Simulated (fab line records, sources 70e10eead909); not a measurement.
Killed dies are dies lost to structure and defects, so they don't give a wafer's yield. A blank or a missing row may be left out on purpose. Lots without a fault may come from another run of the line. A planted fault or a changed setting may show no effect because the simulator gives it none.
fab line records | flow nand_harc
record lots=6 wafers=18 last_day=34
route steps=1302 shown A_CHANNEL_FILL_D1@495
lots that met no fault: from a run of the same line without faults
start_h: hours from the record's first day to the start of the lot's first wafer shown | wait_h: hours since the lot's step before | " the same as in the row above | L1.1+2: a row that stands for several wafers | - no value, or no start given | * or withheld: withheld | < > ~ a bound
route shown NAME@n: a module of which the file shows steps, and the number in the route of the first | usual: mean/standard deviation of fault-free wafers | same: alike in all rows | chamber/n: place in a boat | sites: the reading at each site | _std_site: their standard deviation | _edge_site: outer sites' mean less inner sites' | radius_mm: how far each site lies from the wafer's centre | mask NAME#n: copy n | behind: the tool/chamber that last shaped the wafer | hold: why the lot was held/for how many hours/how that ended | device: the transistor (n, p or np) that didn't switch | end of line: the same wafers' tests at the end of the route | a step without rows: its recipe alone | killed: dies lost to structure and defects at the first sort, not the wafer's yield | map: a wafer's dies, x killed, . not, _ none there
set.NAME: the setting as run; set.NAME@STEP: as run at that earlier step | model.NAME: the simulator's own value behind a step, which no gauge read
lots at some steps of the route; a table a step, a row a wafer
services: from which hour (start_h, from the record's first day; less than 0 if before it) a tool's chamber was out of use, for how many hours, and why
## steps
# step NHARC_A_CHANNEL_FILL_D1_ALD_15
# recipe target_thk_a=20 pulse_time_s=60 ald_cycles=19 temp_c=630 pressure_torr=2 material=SiNx
# usual chamber_pressure_Torr=2.001/0.004 precursor_pulse_height_rel=0.999/0.019
# same ald_cycles=19
# columns lot.wafer tool chamber start_h wait_h chamber_pressure_Torr precursor_pulse_height_rel
L606.1 ald_sin_batch-02 0 - - 1.999 1.004
L606.3 " 0 " " 1.998 1.000
L606.5 " 0 " " 2.001 0.998
L610.1 ald_sin_batch-03 0 - - 2.002 1.004
L610.2 " 0 " " 2.004 1.015
L610.3 " 0 " " 1.999 0.962
L614.2 ald_sin_batch-01 0 - - 1.997 1.002
L614.4 " 0 " " 1.999 1.008
L614.5 " 0 " " 2.003 0.995
L615.2 ald_sin_batch-01 0 - - 2.006 1.003
L615.4 " 0 " " 2.003 0.999
L615.6 " 0 " " 1.998 1.009
L623.1 ald_sin_batch-01 0 - - 2.006 1.011
L623.2 " 0 " " 1.993 1.016
L623.3 " 0 " " 2.005 0.977
L625.1 ald_sin_batch-01 0 - - 2.002 1.016
L625.3 " 0 " " 2.005 0.985
L625.5 " 0 " " 2.003 0.989
# step NHARC_A_CHANNEL_FILL_D1_ALD_16
# recipe target_thk_a=15 pulse_time_s=10 ald_cycles=15 temp_c=300 material=SiO2
# usual heater_power_outer_w=262/38 heater_power_w=471/60 precursor_pulse_height_rel=0.999/0.018
# same ald_cycles=15
# columns lot.wafer tool chamber start_h wait_h heater_power_outer_w heater_power_w precursor_pulse_height_rel
L606.3 ald_hk-03 1 240.17 0.1 267 481 0.986
L606.1 " 2 " " 252 465 0.974
L606.5 " 0 " " 205 402 1.025
L610.1 ald_hk-02 2 279.68 0.0 334 594 1.004
L610.2 " 0 " " 233 413 1.008
L610.3 " 1 " " 234 433 0.978
L614.2 ald_hk-02 3 331.90 0.2 298 536 1.000
L614.4 " 0 " " 241 419 0.968
L614.5 " 1 " " 232 439 0.977
L615.4 ald_hk-04 3 351.45 0.1 266 490 1.003
L615.2 " 1 " " 226 433 1.000
L615.6 " 3 " " 272 499 1.025
L623.2 ald_hk-02 3 419.58 0.2 284 487 0.951
L623.3 " 0 " " 238 418 1.013
L623.1 " 1 " " 233 425 0.995
L625.1 ald_hk-02 2 426.82 0.0 345 606 0.995
L625.3 " 3 " " 281 486 1.020
L625.5 " 3 " " 289 491 0.957
# step NHARC_A_CHANNEL_FILL_D1_ANNEAL_17
# recipe temp_c=850 time_s=1800
# step NHARC_A_CHANNEL_FILL_D1_CVD_18
# recipe target_thk_a=30 temp_c=550 material=poly-Si
# step NHARC_A_CHANNEL_FILL_D1_ETCHBACK_19
# recipe target_depth_a=50 time_s=1.7 hbr_flow_sccm=150 cl2_flow_sccm=50 rf_w=400 icp_w=400 bias_w=100 chemistry=HBr/Cl2
# usual drypump_motor_current_A=5.7/0.46 oes_product_au=0.995/0.011 throttle_valve_pct=26.406/0.0085
# columns lot.wafer tool chamber start_h wait_h drypump_motor_current_A oes_product_au rf_hours_counter_h throttle_valve_pct
L606.3 rie_si-04 0 252.04 0.4 5.2 0.975 0.40 26.419
L606.1 " 2 " " 6.3 0.981 0.50 26.402
L606.5 " 0 " " 5.2 0.986 - 26.405
L610.1 rie_si-04 0 292.55 0.4 5.2 1.002 0.63 26.427
L610.3 " 2 " " 6.2 0.985 0.71 26.400
L610.2 " 3 " " 5.3 0.993 0.76 26.404
L614.4 rie_si-06 1 343.54 0.4 5.8 1.022 0.42 26.401
L614.2 " 3 " " 6.2 1.000 0.51 26.414
L614.5 " 1 " " 5.8 1.022 - 26.416
L615.2 rie_si-03 0 360.22 0.4 4.9 1.001 0.78 26.417
L615.6 " 0 " " 4.9 0.997 - 26.396
L615.4 " 2 " " 5.9 0.978 - 26.392
L623.1 rie_si-04 0 431.64 0.4 5.2 0.998 0.50 26.417
L623.3 " 2 " " 6.2 1.002 0.48 26.398
L623.2 " 3 " " 5.3 0.988 0.58 26.416
L625.1 rie_si-04 1 438.60 0.4 5.3 1.003 0.48 26.405
L625.3 " 3 " " 5.3 0.992 0.62 26.407
L625.5 " 2 " " 6.2 0.994 - 26.386
# step NHARC_A_CHANNEL_FILL_D1_ETCHBACK_20
# recipe target_depth_a=270 time_s=13.5 c4f8_flow_sccm=withheld o2_flow_sccm=8 ar_flow_sccm=withheld rf_w=600 bias_w=1500 chemistry=C4F8/O2/Ar
# usual oes_product_au=0.96/0.035 rf_vpp_V=979/6.2
# columns lot.wafer tool chamber start_h wait_h oes_product_au rf_hours_counter_h rf_vpp_V
L606.3 rie_diel-03 2 252.18 - 0.98 10 986
L606.1 " 3 " " 0.99 10 984
L606.5 " 2 " " 0.99 - 986
L610.2 rie_diel-01 1 292.68 - 1.00 5 984
L610.1 " 2 " " 1.01 5 978
L610.3 " 0 " " 1.00 5 984
L614.2 rie_diel-03 1 343.67 - 0.97 4 974
L614.4 " 3 " " 0.98 3 982
L614.5 " 0 " " 1.02 - 984
L615.2 rie_diel-03 0 360.40 - 1.01 4 985
L615.6 " 3 " " 0.99 - 983
L615.4 " 0 " " 1.02 - 984
L623.1 rie_diel-03 3 431.76 - 0.91 8 984
L623.3 " 0 " " 0.93 8 984
L623.2 " 2 " " 0.93 8 987
L625.1 rie_diel-03 3 438.72 - 0.91 8 984
L625.3 " 0 " " 0.93 9 985
L625.5 " 3 " " 0.91 - 983
# step NHARC_A_CHANNEL_FILL_D1_STRIP_28
# recipe time_s=20 o2_flow_sccm=500 ar_flow_sccm=0 bias_w=0 chemistry=O2
# step NHARC_A_CHANNEL_FILL_D1_PRECLEAN_21
# recipe time_s=30 chemistry=dHF
# step NHARC_A_CHANNEL_FILL_D1_SRD_23
# step NHARC_A_CHANNEL_FILL_D1_CVD_05
# recipe target_thk_a=50 temp_c=550 material=poly-Si
# step NHARC_A_CHANNEL_FILL_D1_ANNEAL_22
# recipe temp_c=620 time_s=7200
# step NHARC_A_CHANNEL_FILL_D1_ALD_25
# recipe target_thk_a=600 pulse_time_s=10 ald_cycles=600 temp_c=300 material=SiOx
# usual ald_cycles=600/0 heater_power_outer_w=256/36 heater_power_w=465/58 precursor_pulse_height_rel=0.998/0.02
# columns lot.wafer tool chamber start_h wait_h ald_cycles heater_power_outer_w heater_power_w precursor_pulse_height_rel
L606.1 ald_hk-03 0 264.06 0.1 600 212 392 1.010
L606.3 " 2 265.30 1.3 600 256 474 1.007
L606.5 " 1 267.15 3.1 600 270 459 0.970
L610.3 ald_hk-02 1 304.50 0.0 600 238 442 0.969
L610.1 " 3 305.72 1.3 600 304 534 0.996
L610.2 " 0 " " 600 241 408 0.970
L614.2 ald_hk-03 0 355.43 0.1 - - - -
L614.4 " 1 " " - - - -
L614.5 " 0 357.86 2.5 - - - -
L615.4 ald_hk-03 2 372.84 0.7 - - - -
L615.2 " 0 374.07 1.9 - - - -
L615.6 " 1 " " - - - -
L623.2 ald_hk-02 0 443.84 0.1 600 244 417 0.994
L623.3 " 2 445.05 1.3 600 344 623 0.978
L623.1 " 3 " " 600 287 471 0.995
L625.1 ald_hk-04 2 455.05 1.3 600 214 382 1.044
L625.3 " 0 457.53 3.8 600 259 481 0.987
L625.5 " 2 460.01 6.2 600 209 391 0.979
# step NHARC_A_CHANNEL_FILL_D1_ETCHBACK_08
# recipe target_depth_a=2200 time_s=110 c4f8_flow_sccm=20 ar_flow_sccm=withheld rf_w=600 bias_w=300 chemistry=C4F8
# usual oes_product_au=0.96/0.037 rf_vpp_V=440.2/3
# columns lot.wafer tool chamber start_h wait_h oes_product_au rf_hours_counter_h rf_vpp_V
L606.3 rie_diel-01 2 - - 1.00 3.2 441.6
L606.1 " 3 " " 0.98 3.2 442.1
L606.5 " 2 " " 0.99 - 439.1
L610.1 rie_diel-08 0 - - 0.93 5.4 436.0
L610.3 " 1 " " 0.92 5.5 436.8
L610.2 " 3 " " 0.93 4.8 438.4
L614.4 rie_diel-08 2 - - 0.97 8.7 442.1
L614.2 " 1 " " 1.00 9.0 435.7
L614.5 " 2 " " 0.99 - 441.9
L615.2 rie_diel-03 1 - - 0.92 6.0 439.1
L615.4 " 2 " " 1.00 5.1 443.7
L615.6 " 3 " " 0.91 - 442.5
L623.2 rie_diel-01 1 - - 0.97 2.7 441.7
L623.1 " 2 " " 0.98 3.0 440.5
L623.3 " 0 " " 1.00 2.2 443.0
L625.1 rie_diel-01 1 - - 0.93 3.8 442.6
L625.3 " 2 " " 0.93 4.0 440.8
L625.5 " 0 " " 0.95 - 442.4
## services
# columns tool chamber start_h hours kind
rie_diel-08 2 237.88 5.5 repair
ald_hk-02 - 243.17 2.5 repair
rie_diel-03 - 243.59 0.1 repair
rie_diel-03 - 254.66 0.1 repair
rie_diel-03 3 266.46 11.2 repair
rie_diel-03 - 281.30 9.0 pm
ald_hk-03 - 281.42 0.5 repair
rie_si-04 3 298.51 35.3 repair
rie_diel-03 3 304.22 4.9 repair
rie_diel-03 - 306.85 1.1 repair
rie_si-04 1 311.14 5.5 repair
rie_diel-01 - 316.09 0.9 repair
rie_si-04 - 342.00 9.0 pm
rie_diel-03 0 344.85 2.5 repair
ald_hk-02 - 352.44 10.0 pm
rie_diel-03 2 353.58 9.0 repair
rie_diel-01 - 380.80 9.0 pm
rie_diel-03 1 387.70 4.8 repair
rie_diel-03 2 391.66 4.7 repair
ald_hk-03 - 392.08 10.0 pm
ald_sin_batch-01 - 442.53 9.0 repair
rie_si-04 3 451.17 14.7 repair
rie_diel-03 - 458.06 0.8 repair
rie_diel-03 - 458.87 9.0 pm
## key
first_sign step=NHARC_A_CHANNEL_FILL_D1_ALD_25 reading=tool_record direction=missing
effect none on later readings
met_at NHARC_A_CHANNEL_FILL_D1_ALD_25
struck_wafers L614.2,L614.4,L614.5,L615.2,L615.4,L615.6
later_rows_left_out L614.2,L614.4,L614.5,L615.2,L615.4,L615.6
sort_left_out L614.2,L614.4,L614.5,L615.2,L615.4,L615.6
tester_left_out L614,L615
onset_between 264.06 355.43
fault kind=skipped_step_whole tool=ald_hk-03 chamber=- onset_h=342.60 steps=NHARC_A_CHANNEL_FILL_D1_ALD_25 scope=struck_lots_only
# tester_left_out: of these lots the tester's yield and bins aren't shown, on N5 and GAA mostly nor the transistor test; their killed dies are dies lost to structure and defects alone, not to doping, threshold or leakage, so they don't give the yield
# sort_left_out: the simulated sort isn't trusted on such a fault, so these wafers' sort isn't shown, and their yield isn't known
# later_rows_left_out: the simulator's readings of these wafers behind a module that went badly wrong aren't trusted and aren't shown, but for the sort
